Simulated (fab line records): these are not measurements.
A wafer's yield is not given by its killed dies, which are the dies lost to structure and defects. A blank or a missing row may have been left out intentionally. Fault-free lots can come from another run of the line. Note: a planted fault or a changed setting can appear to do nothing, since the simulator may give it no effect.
Lot-split experiment -- flow n5_finfet -- 21 wafers read across 7 lots, on a route 1938 steps long

== ON THE SPLIT ==
At N5_BEOL_M4_TRENCH_ETCH_37 (etches SiOC in C4F6/O2, target depth 55.555 nm, time 29.2 s), the setting time_s was moved away from the recipe's 29.2 s on 10 of the 21 wafers read, by -19.8% to +12.8%. The other wafers ran this setting at the recipe's value.

== FROM THE SPLIT TO THE READING: what the file shows between them, 14 steps ==
- N5_BEOL_M4_ETCH_41: etches SiCN in CH3F/O2, target depth 29.9 nm, time 52.5 s
- N5_BEOL_M4_STRIP_97: strips in N2/H2, time 10 s
- N5_BEOL_M4_OCD_MEAS_38
- N5_BEOL_M4_HM_STRIP_39: strips TiN in peroxide tin strip, target depth 25 nm, time 158 s
- N5_BEOL_M4_SRD_40: time 30 s
- N5_BEOL_M4_PRECLEAN_42: cleans in residue remover, time 60 s
- N5_BEOL_M4_ECD_50: material Cu, target thk 300 nm
- N5_BEOL_M4_ANNEAL_51: time 90 s
- N5_BEOL_M4_CMP_52: polishes, stops on SiOC, t overpolish 6.8 s, target thk 40 nm
- N5_BEOL_M4_THK_MEAS_53: measures by xrf
- N5_BEOL_M4_PRE_CLEAN_60: time 15 s
- N5_BEOL_M4_CO_CAP_55: material Co, precursor CCTBA/H2, target thk 2 nm, time 102.1 s
- N5_BEOL_M4_PRE_CLEAN_56: time 15 s
- N5_BEOL_M4_DEP_57: deposits SiCN from 3MS/NH3, target thk 8 nm, time 14 s

== THE READING ==
Measured at N5_BEOL_M4_RS_MEAS_58 by four-point probe: M4_RS, in ohm/sq. On this fab line, fault-free wafers typically give 0.672 ohm/sq with a standard deviation of 0.027 ohm/sq.

wafer,"tool, chamber at the split","time_s as run, s",against the recipe,"M4_RS, ohm/sq",against lot-mates on the recipe
L074.1,"rie_diel-01, 3",25.44,-12.9%,0.864,+0.176
L074.2,"rie_diel-01, 1",25.44,-12.9%,0.839,+0.151
L074.4,"rie_diel-01, 0",29.2,recipe,0.688,-
L076.4,"rie_diel-02, 1",29.2,recipe,0.682,-
L076.5,"rie_diel-02, 2",29.2,recipe,0.700,-
L076.6,"rie_diel-02, 3",29.2,recipe,0.676,-
L078.2,"rie_diel-06, 0",29.2,recipe,0.638,-
L078.4,"rie_diel-06, 1",32.95,+12.8%,0.531,-0.107
L078.6,"rie_diel-06, 0",32.95,+12.8%,0.522,-0.116
L084.2,"rie_diel-06, 3",29.2,recipe,0.668,-
L084.5,"rie_diel-06, 0",29.2,recipe,0.652,-
L084.6,"rie_diel-06, 1",29.2,recipe,0.686,-
L087.1,"rie_diel-06, 0",23.41,-19.8%,1.007,+0.345
L087.5,"rie_diel-06, 3",23.41,-19.8%,1.051,+0.389
L087.6,"rie_diel-06, 2",29.2,recipe,0.662,-
L090.1,"rie_diel-02, 0",31.98,+9.5%,0.565,no lot-mate on the recipe
L090.3,"rie_diel-02, 1",31.98,+9.5%,0.553,no lot-mate on the recipe
L090.6,"rie_diel-02, 1",31.98,+9.5%,0.559,no lot-mate on the recipe
L095.2,"rie_diel-01, 1",24.63,-15.7%,0.996,+0.239
L095.4,"rie_diel-01, 0",29.2,recipe,0.757,-
L095.6,"rie_diel-01, 0",29.2,recipe,0.757,-

FIT RESULTS
A straight line over all 21 wafers: M4_RS changes by -0.0153 ohm/sq for each +1% of time_s; r = -0.97; the points scatter about the line by 0.038 ohm/sq.
The same after taking each lot's own level away (the mean of its wafers on the recipe; 18 wafers): -0.0145 ohm/sq for each +1%; r = -0.97; scatter 0.038 ohm/sq.
Per that fit: largest time_s move, reading shift of 0.29 ohm/sq.
The lots' own levels span 0.6380 to 0.7570 ohm/sq, that is 4.4 times the standard deviation above.
The two slopes agree, so the slope changes little with the lot-to-lot level.
Check: for one of the wafers moved furthest among these (-19.8%), held out of the fit, the line's prediction against its lot-mates is +0.289 ohm/sq. It came out at +0.345 ohm/sq against them.

== THE OTHER SPLITS THESE WAFERS WENT THROUGH ==
Before the reading, these wafers also passed through other splits. Each is held against what the fit with the lots' levels taken away leaves over:
other split on the same wafers,wafers away from the commonest value,r with M4_RS (lot level and that fit taken away)
N5_BEOL_M3_COAT_05 spin_rpm,9,+0.10
N5_BEOL_M4_PECVD_72 temp_c,9,-0.48
N5_BEOL_M4_DESCUM_33 time_s,4,-0.49

== THE WHOLE CHAIN: every reading that the file lists as answering this split, in the file's order ==
step,what it does,reading,change (the file's fit),r (the file's)
N5_BEOL_M4_TRENCH_ETCH_37,"etches SiOC in C4F6/O2, target depth 55.555 nm, time 29.2 s","etch.depth_nm (the simulator's own value, which no gauge read)",+0.513 nm for each +1% of the setting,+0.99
N5_BEOL_M4_TRENCH_ETCH_37,"etches SiOC in C4F6/O2, target depth 55.555 nm, time 29.2 s","BEOL_M4.feature_depth_nm (the simulator's own value, which no gauge read)",+0.512 nm for each +1% of the setting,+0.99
N5_BEOL_M4_OCD_MEAS_38,,trench_depth_nm,+0.512 nm for each +1% of the setting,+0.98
N5_BEOL_M4_CMP_52,"polishes, stops on SiOC, t overpolish 6.8 s, target thk 40 nm","Cu_of_BEOL_M4_ECD_50.thk_nm (the simulator's own value, which no gauge read)",+0.516 nm for each +1% of the setting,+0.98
N5_BEOL_M4_THK_MEAS_53,measures by xrf,M4_THK,+0.523 for each +1% of the setting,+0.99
N5_BEOL_M4_RS_MEAS_58,measures by four-point-probe,M4_RS,-0.015 for each +1% of the setting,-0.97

== THE FILE'S OWN FIT ==
M4_RS changes by -0.015 ohm/sq for each +1% of time_s, r = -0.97.
